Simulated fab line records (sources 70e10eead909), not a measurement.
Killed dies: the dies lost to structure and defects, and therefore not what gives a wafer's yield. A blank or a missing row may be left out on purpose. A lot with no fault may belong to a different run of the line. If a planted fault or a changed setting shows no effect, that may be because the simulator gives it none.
Problem report, 8D (eight disciplines) form, completed by code -- flow nand harc -- the parts of the form that need people (team, actions taken, sign-off) are left out

== 1. THE ISSUE ==
Wafers without a fault read 60, standard deviation 12; killed dies at NHARC_END_SORT_01 reads a mean of 140 on 6 wafers belonging to 2 lots. Measured from the usual mean, that is +6.7 standard deviations.
The first sign was on wafer L674.1 at day 27 07:25, on prober-01. At this step, 6 wafers from 2 lots have a number in the record. Rule for "out" (also "out of limits"): further than 4 standard deviations from the usual mean. The rest of the wafers with a number are treated as sound.

== 2. WHAT IT IS, AND WHAT IT ISN'T ==
question,is,is not
which readings at this step,"killed dies, killed at array","killed at other, killed at periphery, killed open, killed short"
which lots,"L673, L674",-
which wafers of those lots,all that have a number,-
read on which gauges,"prober-01, prober-02",-
when,from day 27 07:25,up to then (0 sound wafers)

== 3. THE SUSPECTS, EACH WITH WHAT RULES IT OUT ==
Counting: a tool at any process step up to the reading remains a suspect when it ran all the lots that are out and ran no sound lot after the first of those.
- the gauge at NHARC_END_SORT_01 is ruled out. Those wafers that are out were read across 2 gauges (prober-01, prober-02).
- lpcvd poly-02 at NHARC_A_CHANNEL_FILL_D2_CVD_18 (deposits poly-Si, target thk 3 nm): kept. It ran every lot that is out, first L673 (day 17 07:06), and no sound lot after that.
- pvd sputter-01 at NHARC_THIN_TSV_PVD_51 (deposits Cu, target thk 100 nm): kept. It ran every lot that is out, first L674 (day 26 22:50), and no sound lot after that. NHARC_THIN_TSV_PVD_51: start missing for some lots; hours and lot order therefore follow NHARC_THIN_TSV_ETCH_36.
Remaining after the count are lpcvd poly-02 at NHARC_A_CHANNEL_FILL_D2_CVD_18 and pvd sputter-01 at NHARC_THIN_TSV_PVD_51.

== 4. THE CAUSE (what the simulator had put in) ==
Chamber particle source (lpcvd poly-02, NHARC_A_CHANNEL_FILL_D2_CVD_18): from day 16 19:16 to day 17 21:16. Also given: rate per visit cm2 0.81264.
After counting, 2 suspects remain, this tool included.

== 5. SEQUENCE OF EFFECTS, ordered by route ==
Each row: a reading whose mean over the struck wafers that have a number lies more than 3 standard deviations from the usual. Only readings for which the record gives a usual standard deviation are gone through. hours: the time from each lot's start at the first step in this table that gives one to its start at this step, as a median over the lots. sigmas: the change in usual standard deviations.
hours,step,reading,usual,on struck wafers,change,sigmas
0,NHARC_END_SORT_01,killed at array,55,134,+79,+6.6
0,NHARC_END_SORT_01,killed dies,60,140,+80,+6.7

== 6. HOW IT WOULD HAVE BEEN CAUGHT EARLIER ==
Counted from the fault's start at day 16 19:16, it took 252 hours until the first out-of-limits reading at a measuring or inspecting step in this record, taken at day 27 07:25.
Of the tool readings at NHARC_A_CHANNEL_FILL_D2_CVD_18 for which the record gives a usual standard deviation, none was out on any struck wafer, so an alarm limit of 4 standard deviations on them would not have fired.
The start of NHARC_A_CHANNEL_FILL_D2_CVD_18 on lpcvd poly-02 came by day 27 07:25 for every one of the lots that are out (2). Holding the tool at that point would not have protected any of them.
